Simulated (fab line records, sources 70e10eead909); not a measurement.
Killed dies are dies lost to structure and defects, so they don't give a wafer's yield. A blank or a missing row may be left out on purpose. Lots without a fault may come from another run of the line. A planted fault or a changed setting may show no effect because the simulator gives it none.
Chamber matching | flow nand_harc | NHARC_A_CONTACT_DESCUM_13 on rie_diel-09: 4 sister chambers
The step chemistry O2, time 3 s. 16 wafers are shown with their chamber, then 8 later ones without.

WAFERS WITH THEIR CHAMBER
wafer  | chamber | showerhead_plenum_p_Torr (Torr) | oes_product_au (a.u.) | rf_vpp_V (V)
L109.3 | 3       | 1.77                            | 1.015                 | 56.9
L109.5 | 1       | 2.01                            | 1.007                 | 58.6
L109.6 | 2       | 1.94                            | 1.013                 | 57.9
L110.2 | 0       | 1.81                            | 0.995                 | 58.0
L110.3 | 1       | 2.01                            | 1.014                 | 59.3
L110.4 | 3       | 1.77                            | 0.999                 | 58.1
L112.2 | 3       | 1.77                            | 0.997                 | 57.0
L112.3 | 0       | 1.81                            | 0.999                 | 57.9
L112.6 | 0       | 1.81                            | 0.992                 | 56.8
L122.3 | 1       | 2.00                            | 1.004                 | 59.3
L122.4 | 2       | 1.93                            | 1.013                 | 57.5
L122.6 | 0       | 1.80                            | 0.995                 | 57.8
L126.3 | 3       | 2.08                            | 0.989                 | 60.1
L126.4 | 1       | 2.00                            | 0.990                 | 57.8
L126.5 | 2       | 1.93                            | 1.003                 | 58.1
L127.1 | 3       | 2.08                            | 1.004                 | 57.4

SIGNATURES (means of the wafers above)
reading                  | chamber 0 | chamber 1 | chamber 2 | chamber 3 | scatter within a chamber
showerhead_plenum_p_Torr | 1.8075    | 2.0050    | 1.9333    | 1.8940    | 0.0981
oes_product_au           | 0.99525   | 1.00375   | 1.00967   | 1.00080   | 0.00798
rf_vpp_V                 | 57.625    | 58.750    | 57.833    | 57.900    | 0.894
Rule: a wafer's distance from a chamber is the root of the sum, over the readings, of the square of ((its reading less the chamber's mean) divided by the reading's scatter). The wafer belongs to the nearest chamber; if the next one is less than 2 further off, it can't be placed. The scatter: the root of (the sum of the squares of (reading less its chamber's mean) over the shown wafers, divided by (wafers less chambers)).

WAFERS WITHOUT THEIR CHAMBER
wafer  | showerhead_plenum_p_Torr (Torr) | oes_product_au (a.u.) | rf_vpp_V (V)
L127.2 | 2.00                            | 1.003                 | 57.7
L127.3 | 1.93                            | 1.006                 | 58.2
L129.3 | 2.00                            | 0.999                 | 57.0
L129.5 | 2.07                            | 0.992                 | 57.9
L129.6 | 1.80                            | 0.996                 | 56.9
L130.2 | 2.07                            | 0.992                 | 57.2
L130.3 | 1.93                            | 0.996                 | 58.5
L130.6 | 2.07                            | 0.993                 | 61.3

WHICH CHAMBER EACH WENT THROUGH
wafer  | from the rows above               | in truth
L127.2 | can't be placed: 2 or 3 or 1 or 0 | 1
L127.3 | can't be placed: 2 or 3 or 1 or 0 | 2
L129.3 | can't be placed: 3 or 2 or 1 or 0 | 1
L129.5 | can't be placed: 1 or 3 or 2 or 0 | 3
L129.6 | can't be placed: 0 or 3 or 2      | 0
L130.2 | can't be placed: 3 or 1 or 2 or 0 | 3
L130.3 | can't be placed: 3 or 1 or 0 or 2 | 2
L130.6 | can't be placed: 1 or 3 or 2 or 0 | 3
Placed correctly: 0 of 8. Can't be placed from these rows: 8 (the true chamber is among the candidates in 8). Placed wrongly: 0.
